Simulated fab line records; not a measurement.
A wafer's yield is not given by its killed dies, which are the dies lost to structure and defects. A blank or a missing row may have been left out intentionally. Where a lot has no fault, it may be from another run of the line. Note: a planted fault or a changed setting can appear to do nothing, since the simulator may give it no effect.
Comparing a struck lot with a sound one + flow nand-harc + 13 steps out of a route of 1302
Sound: the wafers L119.2, L119.3, L119.5. Struck: wafer L130.4 (left out: L130.1, L130.5 of the same lot, which were not struck); the cause appears at the end.
Per side, at each step with rows, come the tool, then ch with its chambers, and then its first start. Under that, the readings that differ: sound wafers + struck wafers + difference of the means + sigmas: that difference in standard deviations of wafers without a fault.
alike: a reading whose means differ by less than 2 such deviations, as well as words and numbers matching on both sides. not compared: withheld readings; readings where some wafer has no value; bounds like >300 that might hide an equal value; numbers whose values overlap and for which the record gives no deviation.
Wherever a step has rows on one side only, a row that says differs or no value, or a row with sigmas, the two part there. Numbers that don't overlap but have no deviation are shown without sigmas and don't part them. A reading that every wafer of one side lacks parts them only if that side has two wafers or more.

first, 1 step without rows for these wafers: NHARC_A_STAIRCASE_HARDBAKE_218 (time 140 s).
NHARC_A_STAIRCASE_DESCUM_219: chemistry O2, time 3 s.
  sound on rie-diel-04 ch 0,1,2, day 20 02:08; struck on rie-diel-10 ch 3, day 24 09:30
  alike: drypump-motor-current-A, oes-product-au, rf-vpp-V, showerhead-plenum-p-Torr, throttle-valve-pct
  not compared: rf-hours-counter-h
NHARC_A_STAIRCASE_TRIM_220: chemistry O2, time 211.2 s.
  sound on rie-diel-04 ch 1,3, day 20 02:22; struck on rie-diel-10 ch 1, day 24 09:35
| reading                     | sound       | struck | difference | sigmas |
|-----------------------------|-------------|--------|------------|--------|
| drypump-motor-current-A (A) | 6.6 6.6 6.6 | 5.3    | -1.3       | -3     |
  alike: oes-product-au, rf-vpp-V, showerhead-plenum-p-Torr, throttle-valve-pct
  not compared: rf-hours-counter-h
NHARC_A_STAIRCASE_ETCH_221: etches the open film in C4F8/O2, target depth 100 nm, time 40.5 s.
  sound: rie-diel-04 ch 0,1,3; struck: rie-diel-10 ch 3
  alike: bias-w, oes-product-au, rf-vpp-V
  not compared: rf-hours-counter-h
then, 1 step without rows for these wafers: NHARC_A_STAIRCASE_TRIM_222 (chemistry O2, time 211.2 s).
NHARC_A_STAIRCASE_ETCH_223: etches the open film in C4F8/O2, target depth 100 nm, time 40.5 s.
  sound: rie-diel-04 ch 0,2,3; struck: rie-diel-10 ch 3
  alike: bias-w, oes-product-au, rf-vpp-V
  not compared: rf-hours-counter-h
then, 3 steps without rows for these wafers: NHARC_A_STAIRCASE_TRIM_224 (chemistry O2, time 211.2 s); NHARC_A_STAIRCASE_ETCH_225 (etches the open film in C4F8/O2, target depth 100 nm, time 40.5 s); NHARC_A_STAIRCASE_TRIM_226 (chemistry O2, time 211.2 s).
NHARC_A_STAIRCASE_ETCH_227: etches the open film in C4F8/O2, target depth 100 nm, time 40.5 s.
  sound: rie-diel-04 ch 0,2; struck: rie-diel-10 ch 2
  alike: bias-w, oes-product-au, rf-vpp-V
  not compared: rf-hours-counter-h
NHARC_A_STAIRCASE_TRIM_229: chemistry O2, time 211.2 s.
  sound on rie-diel-04 ch 1,2, day 20 03:44; struck on rie-diel-10 ch 0, day 24 13:34
| reading               | sound             | struck | difference | sigmas |
|-----------------------|-------------------|--------|------------|--------|
| oes-product-au (a.u.) | 1.014 0.998 1.000 | 1.169  | +0.165     | +13    |
  alike: drypump-motor-current-A, rf-vpp-V, showerhead-plenum-p-Torr, throttle-valve-pct
  not compared: rf-hours-counter-h
then, 1 step without rows for these wafers: NHARC_A_STAIRCASE_ETCH_230 (etches the open film in C4F8/O2, target depth 100 nm, time 40.5 s).
-- the record jumps here: 9 days lie between the struck wafers' starts before and after (it left off in module A_STAIRCASE and takes up again in module END, whose first step shown is number 1302 of the route) --
NHARC_END_SORT_01:
  sound on prober-01 ch 0, day 28 08:23; struck on prober-02 ch 0, day 33 07:17
| reading         | sound    | struck                   | difference                   | sigmas |
|-----------------|----------|--------------------------|------------------------------|--------|
| hold            | - - -    | await-dispo/4.5h/release | no value on the sound wafers |        |
| killed-at-array | 42 49 41 | 585                      | +541                         | +32    |
| killed-dies     | 54 61 57 | 592                      | +535                         | +31    |
  alike: killed-at-other, killed-at-periphery, killed-open, killed-short

## WHERE THEY PART
At NHARC_A_STAIRCASE_TRIM_220 first; at NHARC_END_SORT_01 last (within this record only).

WHY: what had been put in by the simulator
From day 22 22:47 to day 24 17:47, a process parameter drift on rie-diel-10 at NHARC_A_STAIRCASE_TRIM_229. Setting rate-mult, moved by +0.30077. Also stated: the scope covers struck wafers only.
